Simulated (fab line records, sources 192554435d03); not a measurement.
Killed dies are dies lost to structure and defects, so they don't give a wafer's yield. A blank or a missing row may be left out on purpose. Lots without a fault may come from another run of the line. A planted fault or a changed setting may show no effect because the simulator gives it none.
Which tool did it? | flow n5_finfet | 12 lots, 35 wafers sampled, at 3 steps of a route of 1938

WHAT THE GAUGES READ, wafer by wafer
N5_BEOL_M6_RS_MEAS_57: measures by four-point-probe. Usual: M6_RS 0.289 ohm/sq, standard deviation 0.0096.
lot  | measured     | on            | M6_RS (ohm/sq)    | flag
L783 | day 8 22:40  | film_metro-01 | 0.284 0.281       |
L784 | day 9 05:07  | film_metro-02 | 0.309 0.295 0.286 |
L785 | day 9 07:52  | film_metro-02 | 0.293 0.291 0.294 |
L787 | day 9 19:50  | film_metro-02 | 0.299 0.285 0.281 |
L791 | day 10 20:27 | film_metro-01 | 0.294 0.307 0.308 |
L792 | day 11 02:26 | film_metro-01 | 0.281 0.285 0.279 |
L794 | day 11 13:55 | film_metro-02 | 0.277 0.280 0.283 |
L795 | day 11 14:25 | film_metro-02 | 0.279 0.305 0.294 |
L796 | day 12 13:14 | film_metro-01 | 0.306 0.287 0.287 |
L799 | day 12 21:52 | film_metro-01 | 0.278 0.278 0.277 |
L805 | day 15 02:55 | film_metro-01 | 0.276 0.285 0.280 |
L806 | day 15 03:55 | film_metro-02 | 0.279 0.283 0.275 |

N5_BEOL_M6_INSPECT_58: inspects for defects (darkfield). Usual: raw_defect_count 72, standard deviation 26.
lot  | measured     | on                | raw_defect_count | flag
L783 | day 8 22:41  | defect_inspect-02 | 68 119           |
L784 | day 9 05:08  | defect_inspect-01 | 73 69 54         |
L785 | day 9 07:54  | defect_inspect-01 | 108 101 140      |
L787 | day 9 19:52  | defect_inspect-01 | 101 46 48        |
L791 | day 10 20:28 | defect_inspect-01 | 79 45 78         |
L792 | day 11 02:28 | defect_inspect-02 | 28 53 50         |
L794 | day 11 13:57 | defect_inspect-02 | 80 85 117        |
L795 | day 11 14:26 | defect_inspect-02 | 44 65 38         |
L796 | day 12 13:16 | defect_inspect-02 | 75 99 209        |
L799 | day 12 21:54 | defect_inspect-02 | 72 51 67         |
L805 | day 15 02:57 | defect_inspect-01 | 55 38 51         |
L806 | day 15 03:56 | defect_inspect-02 | 73 63 46         |

WHICH TOOL RAN EACH LOT (tool, then ch and the chambers of the sampled wafers, then the start)
lot  | N5_BEOL_M6_CURE_75
L783 | uv_cure-03 ch 2, day 8 20:02
L784 | uv_cure-03 ch 2, day 9 02:30
L785 | uv_cure-03 ch 0, day 9 05:23
L787 | uv_cure-02 ch 0, day 9 15:58
L791 | uv_cure-03 ch 2, day 10 18:34
L792 | uv_cure-01 ch 1, day 10 23:10
L794 | uv_cure-03 ch 0, day 11 10:19
L795 | uv_cure-01 ch 1, day 11 12:11
L796 | uv_cure-01 ch 0, day 12 07:13
L799 | uv_cure-01 ch 2, day 12 19:23
L805 | uv_cure-03 ch 2, day 14 23:29
L806 | uv_cure-02 ch 0, day 15 00:13
- N5_BEOL_M6_CURE_75: cures SiCOH lowk, time 120 s.

WHAT THE TOOLS THEMSELVES READ (means of the sampled wafers that have a number; where no wafer has one, the mark that the record gives instead)
N5_BEOL_M6_CURE_75. Usual: lamp_power_pct 52.32 %, standard deviation 0.056; wafer_temp_C_max 371.6, standard deviation 0.5.
lot  | tool       | lamp_power_pct (%) | wafer_temp_C_max | flag
L783 | uv_cure-03 | 52.31              | 371.9            |
L784 | uv_cure-03 | 52.29              | 372.3            |
L785 | uv_cure-03 | 52.34              | 371.3            |
L787 | uv_cure-02 | 52.28              | 371.6            |
L791 | uv_cure-03 | 52.32              | 371.7            |
L792 | uv_cure-01 | 52.32              | 371.6            |
L794 | uv_cure-03 | 52.34              | 371.3            |
L795 | uv_cure-01 | 52.28              | 371.4            |
L796 | uv_cure-01 | 52.31              | 372.1            |
L799 | uv_cure-01 | 52.31              | 371.0            |
L805 | uv_cure-03 | 52.33              | 371.8            |
L806 | uv_cure-02 | 52.30              | 371.1            |

THE ANSWER, worked out from the rows above alone
Rule: a lot is off if the mean of its wafers that have a number lies more than 3 standard deviations from the usual mean. A lot without any number at a reading at which 4 lots or more have one is off too. The other lots that the step has rows for count as sound. The gauges are gone through in route order, then the tools' own readings, and for those a lot's mean is taken as printed above. The first step at which some lot is off is used, and at that step the reading that is off furthest; a lot without a number counts as furthest.
No lot is off at any reading shown: from this, nothing can be told.

WHAT THE SIMULATOR HAD PUT IN
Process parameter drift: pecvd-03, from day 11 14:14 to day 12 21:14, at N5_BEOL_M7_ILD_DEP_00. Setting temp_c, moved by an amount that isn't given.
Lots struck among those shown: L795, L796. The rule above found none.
